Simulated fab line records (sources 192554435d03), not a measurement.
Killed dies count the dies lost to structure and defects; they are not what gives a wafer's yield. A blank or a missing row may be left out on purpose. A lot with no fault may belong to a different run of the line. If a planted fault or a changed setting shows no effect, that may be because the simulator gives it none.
fab line records -- flow n5-finfet
[record] lots = 4, wafers = 12, last-day = 17
route steps=1938 shown BEOL_M14@1764 BEOL_M15@1773 PASSIVATION@1936
lots untouched by any fault: they come from a run of this same line in which no faults occurred
start-h: hours from the record's opening day to when the first of the lot's shown wafers began -- wait-h: hours from the lot's prior step to this one -- " identical to the entry in the row above -- L1.1+2: one row covering several wafers at once -- - no value, or no start given -- * or withheld: withheld -- < > ~ a bound
route shown NAME@n: NAME is a module with steps in the file, n the number in the route of the first one -- usual: mean/standard deviation of fault-free wafers -- same: alike in all rows -- chamber/n: place in a boat -- sites: per-site readings -- _std_site: how widely they spread, as a standard deviation -- _edge_site: inner sites' mean taken away from outer sites' mean -- radius-mm: how far each site lies from the wafer's centre -- mask NAME#n: copy n -- behind: the last tool/chamber to shape the wafer -- hold: cause of the lot's hold/its duration in hours/its outcome -- device: the n, p or np transistor that did not switch -- end of line: tests run on the same wafers once the route is complete -- step lacking rows: just its recipe -- killed: the dies lost at the first sort to structure and to defects; this is not the yield of the wafer -- map: per-die view of a wafer (x killed, . not killed, _ where there is no die)
set.NAME: the setting that was run; set.NAME@STEP: the one run at that earlier step -- model.NAME: the simulator's own value behind a step, which no gauge read
lots at some steps of the route; a table a step, a row a wafer
services: from which hour (start-h, from the record's first day; less than 0 if before it) a tool's chamber was out of use, for how many hours, and why
[[steps]]
[step N5_BEOL_M14_SPUTTER_45]
[recipe] material = Cu, target-thk-a = 1000, temp-c = -20, bias-v = 60, power-w = 26000, chamber-pressure-pa = 0.13, time-s = 16.67
[step N5_BEOL_M14_ECD_47]
[recipe] material = Cu, target-thk-a = 12480
[step N5_BEOL_M14_ANNEAL_48]
[recipe] temp-c = 225, time-s = 90, ambient = N2
[step N5_BEOL_M14_CMP_49]
[recipe] stop-on = SiO2, t-overpolish-s = 5.2, down-force-psi = 2, platen-rpm = 80, clearing-platen-down-force-psi = 2, clearing-platen-rpm = 80, post-cmp-clean = cu-alkaline, target-thk-nm = 560, clearing-platen-pad-velocity-m-s = 1.5917, pad-velocity-m-s = 1.5917
[step N5_BEOL_M14_PRE_CLEAN_52]
[recipe] gas = NH3, time-s = 15, temp-c = withheld, rf-power-w = 300
[step N5_BEOL_M14_DEP_53]
[recipe] material = SiCN, target-thk-a = 500, temp-c = withheld, precursor = 3MS/NH3, pressure-torr = 3, rf-w = 675, time-s = 17.8
[step N5_BEOL_M15_ILD_DEP_00]
[recipe] material = SiO2, target-thk-a = 16293, temp-c = 400, precursor = TEOS/O2, pressure-torr = 6.5, rf-w = 900, teos-flow-sccm = 161.4, gas = O2, flow-sccm = 2650, time-s = 346.1
[step N5_BEOL_M15_COAT_58]
[recipe] resist = BARC, temp-c = 205, time-s = 60, spin-rpm = 1500, resist-thk-nm = 89
[step N5_BEOL_M15_COAT_04]
[recipe] spin-rpm = 1704, resist-thk-nm = 800
[usual] spin-speed-rpm = 1704.2/1
lot.wafer,tool,chamber,start-h,wait-h,spin-speed-rpm,model.coat_of_BEOL_M15_COAT_04.thk-nm
L743.1,litho-track-02,0,309.53,-,1703.4,803.2
L743.2,litho-track-02,0,309.53,-,1703.2,802.2
L743.6,litho-track-02,0,309.53,-,1704.5,802.8
L742.2,litho-track-01,0,310.61,-,1703.4,798.6
L742.3,litho-track-01,0,310.61,-,1704.8,801.4
L742.4,litho-track-01,0,310.61,-,1704.4,799.2
L752.1,litho-track-02,0,374.38,-,1843.3,772.6
L752.3,litho-track-02,0,374.38,-,1845.1,772.4
L752.4,litho-track-02,0,374.38,-,1846.2,773
L754.2,litho-track-02,0,385.38,-,1843.4,770.2
L754.5,litho-track-02,0,385.38,-,1844.5,770.6
L754.6,litho-track-02,0,385.38,-,1844.1,769.4
[step N5_BEOL_M15_EBR_06]
[recipe] solvent = PGMEA, ebr-width-mm = 1.5
[step N5_BEOL_M15_SOFTBAKE_05]
[recipe] temp-c = 130, time-s = 60
[step N5_BEOL_M15_EXPOSE_07]
[recipe] mask-id = V14, na = 0.8, source-shape = annular, sigma-inner = 0.5, sigma-outer = 0.8, polarization = unpolarized, attpsm-phase-deg = 180, dose-mj = 41.25
[step N5_BEOL_M15_PEB_08]
[recipe] peb-temp-c = 130, peb-time-s = 90
[step N5_BEOL_M15_DEVELOP_09]
[recipe] develop-time-s = 45, rinse-liquid = diw, dry = air-spin, dev-temp-c = 21
[step N5_BEOL_M15_HARDBAKE_14]
[recipe] temp-c = 130, time-s = 120
[step N5_BEOL_M15_DESCUM_15]
[recipe] chemistry = O2, time-s = 7.9, source-power-w = 50, bias-power-w = 20, pressure-mtorr = 20, rf-frequency-hz = 2.712e+07, temp-c = 40, o2-flow-sccm = 225
[step N5_BEOL_M15_ETCH_59]
[recipe] chemistry = N2/H2, target = BARC, target-depth-a = 890, overetch-a = 267, time-s = 67.9, ion-energy-ev = 200, pressure-mtorr = 30, source-w = 840, bias-w = 150, n2-flow-sccm = 200, h2-flow-sccm = 200
[step N5_BEOL_M15_VIA_ETCH_16]
[recipe] chemistry = C4F8/O2/Ar, target = SiO2, he-inner-torr = 15, he-outer-torr = 30, target-depth-a = 17922, time-s = withheld, ion-energy-ev = 800, pressure-mtorr = 20, source-w = 1905, bias-w = 2040, Ar_flow_sccm = 400, C4F8_flow_sccm = 16, O2_flow_sccm = 12, ends = cleared
[usual] chamber-pressure-mTorr = 20.000/0.018, drypump-motor-current-A = 5.9/0.55, he-outer-torr = 30.00/0.063, oes_f_703_au = 0.82/0.087, oes-product-au = 0.74/0.078, rf-vpp-V = 2203/26, showerhead-plenum-p-Torr = 3.46/0.1, throttle-valve-pct = 30.85/0.25
lot.wafer,tool,chamber,start-h,wait-h,chamber-pressure-mTorr,drypump-motor-current-A,he-outer-torr,oes_f_703_au,oes-product-au,rf-vpp-V,showerhead-plenum-p-Torr,throttle-valve-pct,model.coat_of_BEOL_M15_COAT_04.thk-nm
L743.1,rie-diel-05,1,309.98,0.0,19.986,5.6,30.07,0.75,0.65,2160,3.30,30.75,335
L743.2,rie-diel-05,2,309.98,0.0,20.012,6.5,30.04,0.85,0.75,2168,3.36,30.90,328.4
L743.6,rie-diel-05,2,309.98,0.0,19.978,6.5,29.94,0.85,0.76,2169,3.36,30.89,318.4
L742.2,rie-diel-05,1,311.06,0.0,19.976,5.6,30.05,0.74,0.66,2159,3.30,30.75,325.8
L742.3,rie-diel-05,0,311.06,0.0,20.020,5.5,29.94,0.69,0.62,2209,3.51,30.78,331.2
L742.4,rie-diel-05,3,311.06,0.0,20.019,6.4,30.03,0.77,0.69,2228,3.29,30.66,338.2
L752.1,rie-diel-04,3,374.95,0.0,19.993,5.5,30.05,0.85,0.75,2166,3.62,30.58,301.6
L752.3,rie-diel-04,1,374.95,0.0,19.989,5.3,29.95,0.85,0.79,2221,3.51,30.68,311.4
L752.4,rie-diel-04,2,374.95,0.0,20.007,5.7,29.98,0.94,0.84,2230,3.53,30.67,298.4
L754.2,rie-diel-05,1,386.10,0.0,20.016,5.6,30.01,0.73,0.64,2158,3.29,30.79,297.8
L754.5,rie-diel-05,0,386.10,0.0,19.996,5.5,30.03,0.94,0.84,2209,3.50,30.52,302.2
L754.6,rie-diel-05,3,386.10,0.0,19.960,6.4,29.96,0.76,0.67,2226,3.28,30.67,288
[step N5_BEOL_M15_STRIP_63]
[recipe] chemistry = O2, power-w = 600, temp-c = 60, pressure-mtorr = 30, rf-frequency-hz = 6e+07, bias-power-w = 0, overash-fraction = 0.3, o2-flow-sccm = 225
[step N5_PASSIVATION_PROBE_49]
[usual] defect-limited-yield = 91.6/1.6, killed_at_M0_to_M3 = 31/10, killed_at_M4_up = 14/6.3, killed-at-contacts = 12/6.1, killed-at-front-end = 39/12, killed-at-other = 3.7/2.8, killed-dies = 100/19, killed-on-rim = 13/4.2, killed-open = 66/14, killed-short = 33/8.1, sort_bin_5_function = 5.0/1.1, sort_bin_6_memory = 3.2/0.66, sort-n-pass = 1080/18, sort-yield-pct = 91.6/1.6
[same] gross-dies = 1180, killed-at-back-side = 0, sort_bin_4_leakage[%] = 0, sort_bin_8_speed[%] = 0
lot.wafer,tool,chamber,start-h,wait-h,defect-limited-yield[%],killed_at_M0_to_M3,killed_at_M4_up,killed-at-contacts,killed-at-front-end,killed-at-other,killed-dies,killed-on-rim,killed-open,killed-short,sort_bin_5_function[%],sort_bin_6_memory[%],sort-n-pass,sort-yield-pct[%]
L742.2,prober-02,-,334.38,0.1,93.9,17,13,3,37,2,72,7,43,29,3.6,2.3,1108,93.9
L742.3,prober-02,-,334.43,0.1,93.0,29,11,2,35,6,83,14,49,31,3.2,3.6,1097,93.0
L742.4,prober-02,-,334.48,0.2,93.7,22,12,4,30,6,74,13,51,22,3.2,2.8,1106,93.7
L752.1,prober-01,-,393.20,0.0,91.9,13,24,10,42,6,95,7,68,27,4.7,3.1,1085,91.9
L752.3,prober-01,-,393.30,0.1,90.0,32,9,29,45,3,118,11,89,27,5.8,4.1,1062,90.0
L752.4,prober-01,-,393.35,0.2,93.3,23,13,17,26,0,79,17,53,26,3.9,2.5,1101,93.3
L754.2,prober-02,-,406.43,0.1,92.7,21,17,19,24,5,86,17,58,27,4.0,2.8,1094,92.7
L754.5,prober-02,-,406.58,0.2,93.2,17,14,24,24,1,80,10,54,23,4.0,2.5,1100,93.2
L754.6,prober-02,-,406.63,0.3,91.9,32,17,11,35,1,96,15,57,37,4.7,2.9,1084,91.9
// killed by level:class
L742.2 STI_FIN_REVEAL:geometric-particle:open=8 FIN_SAQP:geometric-particle:open=7 FIN_SAQP:geometric-particle:short=6 BEOL_M4:geometric-particle:open=6 STARTING-WAFER:geometric-particle:short=5 STI_FIN_REVEAL:geometric-particle:short=4 DUMMY_GATE:geometric-particle:open=4 BEOL_M0_SAQP:geometric-particle:open=4
L742.3 FIN_SAQP:geometric-particle:open=13 BEOL_M2:geometric-particle:open=8 BEOL_M2:geometric-particle:short=6 BEOL_M0_SAQP:geometric-particle:open=5 FIN_SAQP:geometric-particle:short=4 STI_FIN_REVEAL:geometric-particle:short=4 BEOL_M4:geometric-particle:short=4 BEOL_M4:geometric-particle:open=4
L742.4 FIN_SAQP:geometric-particle:open=10 FIN_SAQP:geometric-particle:short=8 BEOL_M1:geometric-particle:open=5 BEOL_M3:geometric-particle:open=5 BEOL_M0:geometric-particle:open=4 BEOL_M2:geometric-particle:open=4 BEOL_M7:geometric-particle:open=4 STI_FIN_REVEAL:geometric-particle:open=3
L752.1 BEOL_M5:geometric-particle:open=12 STI_FIN_REVEAL:geometric-particle:open=11 MOL_CONTACT_COAG:geometric-particle:open=10 BEOL_M1:geometric-particle:open=9 GATE_CUT:geometric-particle:short=7 FIN_SAQP:geometric-particle:short=5 FIN_SAQP:geometric-particle:open=5 STARTING-WAFER:geometric-particle:open=5
L752.3 MOL_CONTACT_COAG:geometric-particle:open=25 STI_FIN_REVEAL:geometric-particle:open=14 FIN_SAQP:geometric-particle:open=10 BEOL_M3:geometric-particle:open=10 BEOL_M0_SAQP:geometric-particle:short=8 BEOL_M0_SAQP:geometric-particle:open=7 FIN_SAQP:geometric-particle:short=5 DUMMY_GATE:geometric-particle:open=4
L752.4 MOL_CONTACT_COAG:geometric-particle:open=11 STI_FIN_REVEAL:geometric-particle:open=7 FIN_SAQP:geometric-particle:open=6 MOL_CONTACT_COAG:geometric-particle:short=6 BEOL_M0_SAQP:geometric-particle:short=6 BEOL_M0_SAQP:geometric-particle:open=5 BEOL_M4:geometric-particle:open=4 FIN_SAQP:geometric-particle:short=3
L754.2 MOL_CONTACT_COAG:geometric-particle:open=13 BEOL_M4:geometric-particle:open=8 MOL_CONTACT_COAG:geometric-particle:short=6 BEOL_M3:geometric-particle:open=6 DUMMY_GATE:geometric-particle:open=4 FIN_SAQP:geometric-particle:open=3 STI_FIN_REVEAL:geometric-particle:open=3 GATE_CUT:geometric-particle:short=3
L754.5 MOL_CONTACT_COAG:geometric-particle:open=21 BEOL_M4:geometric-particle:open=8 BEOL_M0_SAQP:geometric-particle:short=5 DUMMY_GATE:geometric-particle:open=4 BEOL_M0_SAQP:geometric-particle:open=4 FIN_SAQP:geometric-particle:short=3 ILD0:geometric-particle:short=3 MOL_CONTACT_COAG:geometric-particle:short=3
L754.6 FIN_SAQP:geometric-particle:short=10 MOL_CONTACT_COAG:geometric-particle:open=10 BEOL_M0_SAQP:geometric-particle:open=9 BEOL_M2:geometric-particle:open=9 BEOL_M0_SAQP:geometric-particle:short=8 STI_FIN_REVEAL:geometric-particle:open=7 STARTING-WAFER:geometric-particle:short=6 BEOL_M5:geometric-particle:open=4
[[services]]
tool,chamber,start-h,hours,kind
rie-diel-05,0,324.47,-,clean
rie-diel-05,0,324.47,-,consumable-replace:focus-ring
rie-diel-05,0,324.47,21.5,scheduled-down
rie-diel-05,0,324.47,21.5,vent-cycle
[[key]]
[first-sign] step = N5_BEOL_M15_COAT_04, reading = spin-speed-rpm, direction = up, sigmas = 99+, usual = *, struck = *
effect none on later readings
[model-effect] step = N5_BEOL_M15_COAT_04, value = coat_of_BEOL_M15_COAT_04.thk-nm, without = 802.2, struck = 771.4
[model-effect] step = N5_BEOL_M15_VIA_ETCH_16, value = coat_of_BEOL_M15_COAT_04.thk-nm, without = 330.8, struck = 299.9
met-at N5_BEOL_M15_COAT_04
struck-wafers L752.1,L752.3,L752.4,L754.2,L754.5,L754.6
onset-between 309.53 374.38
[fault] kind = process-parameter-drift, tool = litho-track-02, chamber = -, onset-h = 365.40, steps = N5_BEOL_M15_COAT_04, channel = spin-rpm, offset = *, shape = step, end-h = 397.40, acts-in = *, stated = *
